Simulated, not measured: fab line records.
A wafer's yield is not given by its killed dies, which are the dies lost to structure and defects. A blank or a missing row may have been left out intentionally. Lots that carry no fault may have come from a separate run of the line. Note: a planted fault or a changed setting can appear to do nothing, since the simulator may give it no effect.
fab line records | flow nand-harc
record lots=12 wafers=36 last-day=33
route steps=1302 shown A_CHANNEL_FILL_D1@513 A_DECK1_JOINT@542 A_ONON_D2@551 END@1302
lots untouched by any fault: they come from a run of this same line in which no faults occurred
start-h: the number of hours between the record's first day and the start of the first shown wafer of the lot | wait-h: how many hours have passed since the lot's step before this one | " the same as in the row above | L1.1+2: a row that stands for several wafers | - value missing, or start not given | * or withheld: withheld | < > ~ a bound
route shown NAME@n: names a module that has steps shown in the file, with the first one's number in the route | usual: mean and standard deviation over wafers with no fault | same: alike in all rows | chamber/n: place in a boat | sites: readings site by site | _std_site: standard deviation across them | _edge_site: outer sites' mean less inner sites' | radius-mm: how far each site lies from the wafer's centre | mask NAME#n: copy n | behind: the tool/chamber that last shaped the wafer | hold: the reason the lot was held/the length of the hold in hours/how it ended | device: names the non-switching transistor (n, p or np) | end of line: the tests these same wafers got at the end of their route | a step given without rows: its recipe and nothing more | killed: count of dies lost to structure and defects at first sort (not the wafer's yield) | map: the dies of a wafer, with x for killed, . for not killed, _ for no die there
set.NAME: the run value of the setting; set.NAME@STEP: its run value at that earlier step | model.NAME: the simulator's own value behind a step, which no gauge read
route steps across a sampled set of lots; one table per step, one row per wafer
services: the hour from which a tool's chamber was out of use, counted from the record's first day as start-h (under 0 if before that day), plus the number of hours and why
## steps
# step NHARC_A_CHANNEL_FILL_D1_CMP_10
# recipe target-thk-nm=150
# usual edge-zone-pressure-frac=1.000/0.0049 motor-current-A=12.1/1.3 retaining-ring-pressure-frac=1.001/0.0052 slurry-flow-ml-min=150.0/0.48 time-to-endpoint-s=14.9/2.7
# columns lot.wafer tool chamber start-h wait-h edge-zone-pressure-frac motor-current-A retaining-ring-pressure-frac slurry-flow-ml-min time-to-endpoint-s
L642.4 cmp-03 2 288.33 0.4 1.011 11.9 1.008 150.9 14.4
L642.2 " 3 " " 0.997 13.1 1.000 150.6 12.0
L642.5 " 3 " " 1.002 13.4 1.005 149.8 11.7
L643.3 cmp-02 2 288.33 0.4 1.000 12.1 1.003 150.5 17.5
L643.4 " 1 " " 1.005 14.1 1.000 151.1 16.9
L643.6 " 3 " " 1.006 10.1 0.990 149.6 12.1
L644.4 cmp-01 0 313.48 0.4 0.993 11.6 1.008 150.0 14.5
L644.6 " 1 " " 1.008 14.5 1.008 150.3 17.6
L644.5 " 2 " " 1.002 12.6 1.001 149.0 9.0
L646.1 cmp-01 3 333.81 0.4 1.003 11.6 0.999 150.0 8.6
L646.2 " 0 " " 0.992 11.6 0.999 150.2 14.9
L646.6 " 1 " " 1.004 14.0 1.005 150.7 18.1
L649.1 cmp-02 3 350.34 0.4 0.998 10.7 1.006 149.8 14.1
L649.2 " 1 " " 1.001 13.5 1.000 150.4 17.8
L649.5 " 3 " " 0.995 9.8 1.008 149.7 15.3
L651.3 cmp-03 3 387.56 0.4 1.007 12.7 1.002 150.4 10.9
L651.1 " 0 " " 0.996 13.5 0.996 150.1 14.6
L651.4 " 2 " " 1.003 11.4 1.002 150.4 13.1
L653.4 cmp-01 2 396.09 0.4 1.004 12.8 1.011 149.6 11.0
L653.1 " 3 " " 0.996 11.1 1.005 149.7 13.5
L653.3 " 0 " " 0.998 12.2 0.998 151.1 12.1
L655.4 cmp-03 0 411.43 0.4 1.001 12.8 1.000 150.3 16.9
L655.2 " 1 " " 1.002 10.6 1.003 150.0 19.8
L655.1 " 2 " " 0.998 11.5 0.998 150.6 16.7
L654.1 cmp-02 1 415.01 0.4 0.992 13.8 1.000 150.1 14.6
L654.3 " 3 " " 0.999 10.4 1.001 150.0 16.4
L654.5 " 0 " " 1.004 9.8 1.003 149.7 16.4
L657.1 cmp-03 3 451.13 0.4 1.002 13.2 0.997 150.0 14.8
L657.4 " 0 " " 1.002 12.4 1.005 150.0 17.4
L657.5 " 0 " " 0.992 12.9 1.001 150.3 16.8
L659.2 cmp-01 1 460.24 0.4 1.003 14.5 1.005 150.4 17.5
L659.3 " 2 " " 1.001 13.0 0.998 150.0 10.1
L659.1 " 3 " " 1.001 11.4 0.992 149.6 11.3
L660.1 cmp-01 1 464.00 0.4 1.002 14.8 1.013 149.2 17.2
L660.6 " 3 " " 1.006 11.6 1.007 149.9 15.0
L660.5 " 0 " " 1.003 11.9 1.003 150.2 16.8
# step NHARC_A_DECK1_JOINT_DEP_16
# recipe target-thk-a=450 temp-c=400 pressure-torr=6.5 rf-w=900 teos-flow-sccm=161.4 flow-sccm=2650 target-thk-nm=45 gas=O2 material=SiO2
# usual heater-power-w=517/97 showerhead-vpp-V=1771/110 throttle-valve-pct=15.9/0.58
# columns lot.wafer tool chamber start-h wait-h heater-power-w showerhead-vpp-V since-wet-clean-h throttle-valve-pct
L643.3 pecvd-04 2 319.73 0.1 336 1727 38 15.8
L643.6 " 0 " " 498 1999 - 15.6
L643.4 " 1 " " 465 1824 - 16.8
L642.2 pecvd-02 2 319.81 0.2 570 1753 80 15.8
L642.5 " 2 " " 590 1725 - 15.8
L642.4 " 0 " " 574 1668 - 16.2
L644.6 pecvd-01 2 345.61 0.2 549 1745 - 15.7
L644.4 " 0 " " 705 1820 - 15.8
L644.5 " 1 " " 592 1800 - 15.3
L646.1 pecvd-01 1 371.05 0.1 555 1823 47 15.5
L646.2 " 2 " " 546 1752 47 15.7
L646.6 " 2 " " 542 1734 - 15.9
L649.1 pecvd-04 2 383.74 0.1 328 1722 102 15.9
L649.2 " 0 " " 591 1965 102 15.5
L649.5 " 1 " " 436 1845 - 17.1
L651.1 pecvd-02 1 424.03 0.1 431 1636 3 15.2
L651.3 " 2 " " 553 1746 3 15.3
L651.4 " 2 " " 560 1699 - 15.6
L653.3 pecvd-04 0 431.92 0.1 519 1978 150 15.8
L653.1 " 1 " " 560 1821 150 17.2
L653.4 " 0 " " 545 1988 - 15.6
L655.1 pecvd-04 2 445.70 0.1 353 1714 164 16.4
L655.2 " 1 " " 570 1837 164 17.3
L655.4 " 0 " " 457 1988 - 16.0
L654.3 pecvd-04 0 448.30 0.1 587 1982 166 15.5
L654.1 " 1 " " 540 1855 166 17.2
L654.5 " 1 " " 548 1820 - 17.1
L657.1 pecvd-02 0 483.06 0.1 581 1676 62 16.0
L657.4 " 2 " " 541 1687 - 15.7
L657.5 " 1 " " 426 1635 - 15.1
L660.1 pecvd-04 2 496.00 0.1 351 1715 33 16.4
L660.6 " 2 " " 351 1727 - 16.0
L660.5 " 0 " " 505 1989 - 15.8
L659.3 pecvd-02 1 496.01 0.1 469 1600 75 15.0
L659.2 " 2 " " 482 1692 75 15.6
L659.1 " 0 " " 562 1695 75 15.9
# step NHARC_A_DECK1_JOINT_THK_MEAS_17
# recipe thk-meas-gauge=ellipsometry
# usual thk-nm=45.0/1.1
# columns lot.wafer tool chamber start-h wait-h thk-nm
L643.3 film-metro-01 - 320.02 0.3 45.0
L643.4 " - " " 44.2
L643.6 " - " " 45.9
L642.2 film-metro-02 - 320.06 0.2 42.8
L642.4 " - " " 44.0
L642.5 " - " " 45.7
L644.4 film-metro-02 - 345.81 0.1 44.1
L644.5 " - " " 47.6
L644.6 " - " " 45.0
L646.1 film-metro-01 - 371.30 0.2 45.7
L646.2 " - " " 46.4
L646.6 " - " " 45.4
L649.1 film-metro-01 - 384.02 0.3 42.7
L649.2 " - " " 44.1
L649.5 " - " " 44.4
L651.1 film-metro-01 - 424.28 0.2 45.4
L651.3 " - " " 44.2
L651.4 " - " " 46.6
L653.1 film-metro-01 - 432.20 0.2 43.8
L653.3 " - " " 44.7
L653.4 " - " " 43.2
L655.1 film-metro-01 - 445.98 0.3 43.6
L655.2 " - " " 43.3
L655.4 " - " " 44.5
L654.1 film-metro-01 - 448.55 0.2 43.6
L654.3 " - " " 43.9
L654.5 " - " " 44.5
L657.1 film-metro-02 - 483.31 0.2 45.1
L657.4 " - " " 45.8
L657.5 " - " " 46.4
L660.1 film-metro-02 - 496.28 0.3 43.9
L660.5 " - " " 45.1
L660.6 " - " " 46.6
L659.1 film-metro-01 - 496.29 0.2 46.3
L659.2 " - " " 43.4
L659.3 " - " " 43.2
# step NHARC_A_ONON_D2_DEP_09
# recipe target-thk-a=10000 n2-flow-sccm=2750 n2o-flow-sccm=2000 nh3-flow-sccm=500 sih4-flow-sccm=210 temp-c=400
# usual n2o-flow-sccm=1999/5.9
# columns lot.wafer tool chamber start-h wait-h n2o-flow-sccm
L642.2 pecvd-onon-03 0 321.92 0.1 1992
L642.4 " 0 " " 1998
L642.5 " 0 " " 2001
L643.3 pecvd-onon-01 0 321.96 0.2 2002
L643.4 " 0 " " 2002
L643.6 " 0 " " 2004
L644.4 pecvd-onon-01 0 347.78 0.2 1993
L644.5 " 0 " " 1996
L644.6 " 0 " " 1994
L646.1 pecvd-onon-03 0 373.10 0.1 1989
L646.2 " 0 " " 1994
L646.6 " 0 " " 1995
L649.1 pecvd-onon-03 0 385.81 0.1 2004
L649.2 " 0 " " 2009
L649.5 " 0 " " 2003
L651.1 pecvd-onon-04 0 426.09 0.1 1994
L651.3 " 0 " " 2009
L651.4 " 0 " " 2007
L653.1 pecvd-onon-01 0 434.03 0.1 1996
L653.3 " 0 " " 1998
L653.4 " 0 " " 1993
L655.1 pecvd-onon-01 0 447.79 0.1 1998
L655.2 " 0 " " 1998
L655.4 " 0 " " 2003
L654.1 pecvd-onon-03 0 450.36 0.1 2005
L654.3 " 0 " " 2005
L654.5 " 0 " " 2006
L657.1 pecvd-onon-01 0 485.10 0.1 2002
L657.4 " 0 " " 1993
L657.5 " 0 " " 1997
L660.1 pecvd-onon-03 0 498.08 0.1 1993
L660.5 " 0 " " 1997
L660.6 " 0 " " 2004
L659.1 pecvd-onon-01 0 498.09 0.1 1992
L659.2 " 0 " " 1988
L659.3 " 0 " " 2002
# step NHARC_A_ONON_D2_THK_MEAS_11
# recipe thk-meas-gauge=ellipsometry
# usual thk-nm=1005/11
# columns lot.wafer tool chamber start-h wait-h thk-nm
L643.3 film-metro-01 - 322.37 - 689
L643.4 " - " " 689
L643.6 " - " " 1003
L642.2 film-metro-02 - 322.38 - 1019
L642.4 " - " " 1020
L642.5 " - " " 1020
L644.4 film-metro-02 - 348.12 - 674
L644.5 " - " " 988
L644.6 " - " " 986
L646.1 film-metro-01 - 373.61 - 1007
L646.2 " - " " 1006
L646.6 " - " " 1005
L649.1 film-metro-01 - 386.32 - 1017
L649.2 " - " " 1018
L649.5 " - " " 1017
L651.1 film-metro-02 - 426.60 - 1003
L651.3 " - " " 1002
L651.4 " - " " 1003
L653.1 film-metro-01 - 434.54 - 997
L653.3 " - " " 998
L653.4 " - " " 998
L655.1 film-metro-01 - 448.32 - 1014
L655.2 " - " " 1013
L655.4 " - " " 1013
L654.1 film-metro-01 - 450.86 - 991
L654.3 " - " " 991
L654.5 " - " " 991
L657.1 film-metro-02 - 485.61 - 992
L657.4 " - " " 993
L657.5 " - " " 993
L660.1 film-metro-02 - 498.58 - 1006
L660.5 " - " " 1007
L660.6 " - " " 1008
L659.1 film-metro-01 - 498.60 - 999
L659.2 " - " " 1000
L659.3 " - " " 997
# step NHARC_END_SORT_01
# recipe temp-c=25
# usual killed-at-array=59/21 killed-at-other=1.0/1.1 killed-at-periphery=4.0/2.6 killed-dies=64/21 killed-open=3.2/1.7 killed-short=2.5/1.5
# same gross-dies=677
# columns lot.wafer tool chamber start-h wait-h killed-at-array killed-at-other killed-at-periphery killed-dies killed-open killed-short
L643.3 prober-01 0 638.70 3.1 674 0 3 677 5 1
L643.4 prober-01 0 639.51 3.4 675 0 2 677 2 2
L643.6 prober-01 0 641.11 4.0 50 0 6 56 3 3
L644.4 prober-02 0 642.45 3.4 674 0 3 677 3 2
L644.5 prober-02 0 643.23 3.7 68 1 1 70 3 2
L644.6 prober-02 0 644.02 3.9 65 0 1 66 1 0
L653.1 prober-02 0 705.66 2.5 45 0 3 48 3 0
L653.3 prober-02 0 707.29 3.1 53 1 6 60 3 1
L653.4 prober-02 0 708.10 3.4 60 1 5 66 2 2
L651.1 prober-01 0 712.86 2.5 58 1 1 60 5 2
L651.3 prober-01 0 714.48 3.1 55 0 4 59 3 3
L651.4 prober-01 0 715.29 3.4 59 2 3 64 6 1
# killed by level:class
L643.3 A_ONON_D2:area-dep=616 A_CHANNEL_HOLE_D1:chamber-film-flake=23 A_CHANNEL_HOLE_D2:chamber-film-flake=19 A_STAIRCASE:chamber-film-flake=3 P_ZERO_WELL:chamber-film-flake=2 A_ZERO_WELL:chamber-film-flake=2 A_WL_FILL:chamber-film-flake=2 P_M2:geometric-particle:open=1
L643.4 A_ONON_D2:area-dep=613 A_CHANNEL_HOLE_D2:chamber-film-flake=27 A_CHANNEL_HOLE_D1:chamber-film-flake=21 A_WL_FILL:chamber-film-flake=3 A_CHANNEL_FILL_D2:geometric-particle:short=2 P_ZERO_WELL:chamber-film-flake=2 A_STAIRCASE:chamber-film-flake=2 A_ONON_D2:geometric-particle:open=1
L643.6 A_CHANNEL_HOLE_D2:chamber-film-flake=19 A_CHANNEL_HOLE_D1:chamber-film-flake=18 P_CONTACT:chamber-film-flake=4 A_WL_FILL:chamber-film-flake=3 A_STAIRCASE:chamber-film-flake=2 A_ONON_D1:geometric-particle:short=1 A_CHANNEL_FILL_D1:geometric-particle:short=1 A_DECK1_JOINT:geometric-particle:short=1
L644.4 A_ONON_D2:area-dep=594 A_SLIT:chamber-film-flake=33 A_CHANNEL_HOLE_D2:chamber-film-flake=32 A_CHANNEL_HOLE_D1:chamber-film-flake=6 A_WL_FILL:chamber-film-flake=2 P_CONTACT:geometric-particle:open=1 A_ONON_D1:geometric-particle:short=1 A_ONON_D2:geometric-particle:open=1
L644.5 A_CHANNEL_HOLE_D2:chamber-film-flake=30 A_SLIT:chamber-film-flake=28 A_STAIRCASE:chamber-film-flake=4 A_ONON_D1:geometric-particle:open=1 A_CHANNEL_FILL_D1:geometric-particle:open=1 A_ONON_D2:geometric-particle:short=1 A_CHANNEL_FILL_D2:geometric-particle:short=1 STARTING-WAFER:geometric-particle:open=1
L644.6 A_CHANNEL_HOLE_D2:chamber-film-flake=30 A_SLIT:chamber-film-flake=26 A_STAIRCASE:chamber-film-flake=4 A_CHANNEL_HOLE_D1:chamber-film-flake=3 P_M0:geometric-particle:open=1 A_ZERO_WELL:chamber-film-flake=1 A_CONTACT:chamber-film-flake=1
L653.1 A_CHANNEL_HOLE_D1:chamber-film-flake=28 A_STAIRCASE:chamber-film-flake=6 P_STI:chamber-film-flake=2 A_SLIT:chamber-film-flake=2 A_CONTACT:chamber-film-flake=2 A_CHANNEL_FILL_D1:geometric-particle:open=1 A_CHANNEL_FILL_D2:geometric-particle:open=1 A_M0:geometric-particle:open=1
L653.3 A_CHANNEL_HOLE_D1:chamber-film-flake=25 A_CONTACT:chamber-film-flake=11 A_STAIRCASE:chamber-film-flake=4 P_GATE:chamber-film-flake=3 A_SLIT:chamber-film-flake=3 P_STI:chamber-film-flake=2 A_DECK1_JOINT:chamber-film-flake=2 A_M1:chamber-film-flake=2
L653.4 A_CHANNEL_HOLE_D1:chamber-film-flake=39 A_CONTACT:chamber-film-flake=9 A_SLIT:chamber-film-flake=3 P_STI:chamber-film-flake=2 P_GATE:chamber-film-flake=2 A_WL_FILL:chamber-film-flake=2 A_M1:chamber-film-flake=2 P_CONTACT:geometric-particle:short=1
L651.1 A_CHANNEL_HOLE_D1:chamber-film-flake=26 A_CHANNEL_HOLE_D2:chamber-film-flake=7 A_CONTACT:chamber-film-flake=6 A_CHANNEL_FILL_D1:chamber-film-flake=3 A_SLIT:chamber-film-flake=2 A_DECK1_JOINT:chamber-film-flake=2 A_WL_FILL:chamber-film-flake=2 A_SOURCE_PLATE:geometric-particle:short=1
L651.3 A_CHANNEL_HOLE_D1:chamber-film-flake=31 A_CONTACT:chamber-film-flake=4 A_SLIT:chamber-film-flake=3 P_ZERO_WELL:chamber-film-flake=2 A_CHANNEL_HOLE_D2:chamber-film-flake=2 A_CHANNEL_FILL_D1:chamber-film-flake=2 A_CHANNEL_FILL_D2:chamber-film-flake=2 A_STAIRCASE:chamber-film-flake=2
L651.4 A_CHANNEL_HOLE_D1:chamber-film-flake=30 A_CHANNEL_HOLE_D2:chamber-film-flake=6 A_CONTACT:chamber-film-flake=6 A_SLIT:chamber-film-flake=3 A_STAIRCASE:chamber-film-flake=3 A_CHANNEL_FILL_D2:chamber-film-flake=2 A_WL_FILL:chamber-film-flake=2 THIN_TSV:chamber-film-flake=2
## services
# columns tool chamber start-h hours kind
cmp-02 - 268.09 1.1 repair
pecvd-04 - 269.00 13.0 pm
pecvd-onon-01 - 269.13 13.0 pm
cmp-02 - 279.24 1.3 repair
cmp-01 - 283.70 4.0 pm
cmp-02 - 318.46 3.8 repair
cmp-01 - 323.42 5.9 repair
pecvd-02 2 330.18 6.8 repair
cmp-02 - 330.50 4.0 pm
cmp-03 - 343.98 0.5 repair
cmp-01 - 356.62 0.5 repair
cmp-03 - 360.22 4.0 pm
pecvd-02 - 368.87 0.7 repair
cmp-01 - 381.70 4.0 pm
cmp-03 - 407.42 1.7 repair
pecvd-02 - 408.00 13.0 pm
pecvd-onon-03 - 408.04 13.0 pm
pecvd-onon-03 - 441.47 8.5 repair
pecvd-04 - 446.41 1.7 repair
pecvd-04 - 450.00 13.0 pm
pecvd-onon-01 - 450.14 13.0 pm
cmp-03 - 458.32 4.0 pm
cmp-01 - 479.70 4.0 pm
cmp-03 - 489.22 1.5 repair
## key
first-sign step=NHARC_A_ONON_D2_THK_MEAS_11 reading=thk-nm direction=down sigmas=29 usual=1005 struck=684
effect step=NHARC_END_SORT_01 reading=killed-at-array direction=up sigmas=29 usual=59 struck=674
more-kills-born-at NHARC_A_ONON_D2_DEP_09@pecvd-onon-01=1823
met-at NHARC_A_ONON_D2_DEP_09
struck-lots L643,L644
struck-wafers L643.3,L643.4,L644.4
later-rows-left-out L643.3,L643.4,L644.4
tester-left-out L643,L644
not-acting-at NHARC_A_CHANNEL_FILL_D1_CMP_10,NHARC_A_DECK1_JOINT_DEP_16,NHARC_A_DECK1_JOINT_THK_MEAS_17
fault kind=process-parameter-drift tool=pecvd-onon-01 chamber=- onset-h=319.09 steps=NHARC_A_ONON_D2_DEP_09 channel=target-thk-a offset=* shape=step end-h=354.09 scope=struck-wafers-only acts-in=* stated=*
# tester-left-out: of these lots the tester's yield and bins aren't shown, on N5 and GAA mostly nor the transistor test; their killed dies are dies lost to structure and defects alone, not to doping, threshold or leakage, so they don't give the yield
# later-rows-left-out: the simulator's readings of these wafers behind a module that went badly wrong aren't trusted and aren't shown, but for the sort
